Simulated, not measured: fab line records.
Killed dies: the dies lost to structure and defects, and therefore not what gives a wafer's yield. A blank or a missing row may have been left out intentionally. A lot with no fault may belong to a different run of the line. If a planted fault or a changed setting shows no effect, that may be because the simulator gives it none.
Code-filled problem report in 8D (eight disciplines) form ; flow n5_finfet ; the parts of the form that need people (team, actions taken, sign-off) are left out

## 1. WHAT IS WRONG
Mean of time_to_endpoint_s at N5_BEOL_M6_CMP_52: 86 s across 3 wafers in 3 lots; on wafers with no fault it is 62 s (standard deviation 3.9). That is +6.1 standard deviations from the usual mean.
The step: polishes, stops on SiCOH lowk, t overpolish 6.9 s, target thk 80 nm.
Earliest sighting: wafer L830.5 on cmp-04 at day 9 17:40. The record holds 33 wafers of 12 lots with a number at this step. Rule for "out", or "out of limits": more than 4 standard deviations from the usual mean. Any other wafer with a number is counted as sound.

## 2. WHAT IT IS AND WHAT IT IS NOT
question;is;is not
which readings at this step;time_to_endpoint_s;retaining_ring_pressure_frac
which lots;L829, L830, L832;L826, L827, L843, L844, L845, L846, L847, L848, L849
which wafers of those lots;L829.5, L830.5, L832.5;L829.1, L830.1, L832.6
read on which tools;cmp-01, cmp-04;cmp-02
when;from day 9 17:40;"up to then (7 sound wafers); but 23 sound wafers of L829, L832, L843, L844, L845, L846, L847, L848, L849 came after"

## 3. SUSPECTS, AND WHAT RULES EACH OUT
Counting: a tool at a process step up to the reading stays a suspect if it ran every lot that is out. Sound lots after the first of them don't rule it out here, since some wafers of a struck lot are sound.
- ecd_cu-01 at N5_BEOL_M6_ECD_50 (material Cu, target thk 300 nm): kept. It processed each lot that is out (first: L830, day 9 17:01); up to then, its last sound lot is L827 (day 8 21:50).
Left after counting: ecd_cu-01 at N5_BEOL_M6_ECD_50.

## 4. THE CAUSE (what the simulator had put in)
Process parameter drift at N5_BEOL_M6_ECD_50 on ecd_cu-01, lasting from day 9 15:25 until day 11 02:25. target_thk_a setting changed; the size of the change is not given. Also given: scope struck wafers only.
The count eliminated every tool but this one.

## 5. SEQUENCE OF EFFECTS, ordered by route
Each row: a reading whose mean over the struck wafers that have a number lies more than 3 standard deviations from the usual. Only readings whose record carries a usual standard deviation are examined. hours: median over the lots of the time between each lot's start at the first step of this table that gives one and its start at this step. sigmas: the change, counted in usual standard deviations.
hours;step;reading;usual;on struck wafers;change;sigmas
0;N5_BEOL_M6_CMP_52;time_to_endpoint_s;62 s;86;+24;+6.1
Its process steps:
- N5_BEOL_M6_CMP_52: polishes, stops on SiCOH lowk, t overpolish 6.9 s, target thk 80 nm.
Later steps that measure or inspect, where all struck wafers having a row at the step show a number for every such reading and not one has moved that far: N5_BEOL_M7_THK_MEAS_01.

## 6. HOW IT WOULD HAVE BEEN CAUGHT EARLIER
2 hours passed between the start of the fault at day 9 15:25 and the first reading out of limits in this record, taken at day 9 17:40.
Among the 3 lots that are out, L832 began N5_BEOL_M6_ECD_50 on ecd_cu-01 after day 9 17:40. It would have been spared by a hold on the tool at that moment.
